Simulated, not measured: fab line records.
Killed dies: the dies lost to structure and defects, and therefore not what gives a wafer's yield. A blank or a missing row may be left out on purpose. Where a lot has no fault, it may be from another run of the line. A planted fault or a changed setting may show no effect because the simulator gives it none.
Struck lot and sound lot, side by side :: flow n5 finfet :: 35 steps out of a route of 1938
Sound: wafers L291.1, L291.3, L291.6. Struck: wafer L295.1 (left out: L295.2, L295.3 of the same lot, which were not struck); the cause appears at the end.
At each step with rows: each side's tool, then ch and its chambers, then its first start. Under that, the readings that differ: sound wafers :: struck wafers :: difference of the means :: sigmas: that difference in standard deviations of wafers without a fault.
alike: same words and numbers on both sides, and readings whose means sit less than 2 such deviations apart. not compared: any withheld reading, any reading some wafer has no value for, any bound like >300 that may hide the same value, and any number with overlapping values for which the record gives no deviation.
Wherever a step has rows on one side only, a row that says differs or no value, or a row with sigmas, the two part there. Non-overlapping numbers with no deviation appear without sigmas and do not part them. A reading that every wafer of one side lacks parts them only if that side has two wafers or more.

first, 9 steps without rows for these wafers: N5_BEOL_M14_PRE_CLEAN_42 (time 30 s); N5_BEOL_M14_SPUTTER_43 (material TaN, target thk 15 nm, time 24.19 s); N5_BEOL_M14_SPUTTER_44 (material Ta, target thk 15 nm, time 24.19 s); N5_BEOL_M14_SPUTTER_45 (material Cu, target thk 100 nm, time 16.67 s); N5_BEOL_M14_ECD_47 (material Cu, target thk 1248 nm); N5_BEOL_M14_ANNEAL_48 (time 90 s); N5_BEOL_M14_CMP_49 (polishes, stops on SiO2, t overpolish 5.2 s, target thk 560 nm); N5_BEOL_M14_PRE_CLEAN_52 (time 15 s); N5_BEOL_M14_DEP_53 (deposits SiCN from 3MS/NH3, target thk 50 nm, time 17.8 s).
N5_BEOL_M15_ILD_DEP_00: deposits SiO2 from TEOS/O2, target thk 1629.3 nm, time 346.1 s.
  sound on pecvd-04 ch 0,2, day 15 02:45; struck on pecvd-04 ch 0, day 16 07:50
reading: run length s (s)
sound: 388.4 389.0 388.9
struck: 377.9
difference: -10.9
sigmas: -16

reading: model.SiO2_of_BEOL_M15_ILD_DEP_00.thk nm (nm)
sound: 1636 1631 1670
struck: 1602
difference: -44
sigmas: 
  alike: heater power w, showerhead plenum p Torr, throttle valve pct
then, 10 steps without rows for these wafers: N5_BEOL_M15_COAT_58 (time 60 s, resist thk 89 nm); N5_BEOL_M15_COAT_04 (resist thk 800 nm); N5_BEOL_M15_EBR_06; N5_BEOL_M15_SOFTBAKE_05 (time 60 s); N5_BEOL_M15_EXPOSE_07 (exposes mask V14); N5_BEOL_M15_PEB_08 (peb time 90 s); N5_BEOL_M15_DEVELOP_09 (develop time 45 s); N5_BEOL_M15_HARDBAKE_14 (time 120 s); N5_BEOL_M15_DESCUM_15 (chemistry O2, time 7.9 s); N5_BEOL_M15_ETCH_59 (etches BARC in N2/H2, target depth 89 nm, overetch 26.7 nm, time 67.9 s).
N5_BEOL_M15_VIA_ETCH_16: etches SiO2 in C4F8/O2/Ar, target depth 1792.2 nm.
  sound on rie diel-01 ch 1,2,3, day 15 03:48; struck on rie diel-04 ch 1, day 16 08:42
reading: showerhead plenum p Torr (Torr)
sound: 3.36 3.26 3.42
struck: 3.53
difference: +0.18
sigmas: +2

reading: model.etch.depth nm (nm)
sound: 1636 1631 1670
struck: 1602
difference: -44
sigmas: 
  alike: drypump motor current A, oes product au, rf vpp V, throttle valve pct
then, 13 steps without rows for these wafers: N5_BEOL_M15_STRIP_63 (strips in O2); N5_BEOL_M15_STRIP_64 (strips in O2); N5_BEOL_M15_STRIP_65 (strips in post etch residue remover, time 60 s); N5_BEOL_M15_SRD_66 (time 30 s, dry time 30 s); N5_BEOL_M15_COAT_56 (time 60 s, resist thk 550 nm); N5_BEOL_M15_ETCH_57 (etches SOC in N2/H2, time 750 s); N5_BEOL_M15_COAT_60 (time 60 s, resist thk 89 nm); N5_BEOL_M15_COAT_22 (resist thk 800 nm); N5_BEOL_M15_EBR_24; N5_BEOL_M15_SOFTBAKE_23 (time 60 s); N5_BEOL_M15_EXPOSE_25 (exposes mask M15, target cd 400 nm); N5_BEOL_M15_PEB_26 (peb time 90 s); N5_BEOL_M15_DEVELOP_27 (develop time 45 s).
N5_BEOL_M15_CMP_49: polishes, stops on SiO2, t overpolish 4.9 s, target thk 850 nm.
  sound on cmp-01 ch 2,3, day 15 07:53; struck on cmp-02 ch 1, day 16 14:43
reading: model.SiO2_of_BEOL_M15_ILD_DEP_00.thk nm (nm)
sound: 1559 1552 1590
struck: 1527
difference: -40
sigmas: 
  alike: barrier field endpoint s, motor current A, overpolish run s
  not compared: pad life wafers

== WHERE THEY PART ==
At N5_BEOL_M15_ILD_DEP_00 first; at N5_BEOL_M15_VIA_ETCH_16 last (within this record only). Later steps at which nothing parts them and some readings are alike: N5_BEOL_M15_CMP_49.

WHY: whatever the simulator had introduced
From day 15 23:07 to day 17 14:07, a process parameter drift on pecvd-04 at N5_BEOL_M15_ILD_DEP_00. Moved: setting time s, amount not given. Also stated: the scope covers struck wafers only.
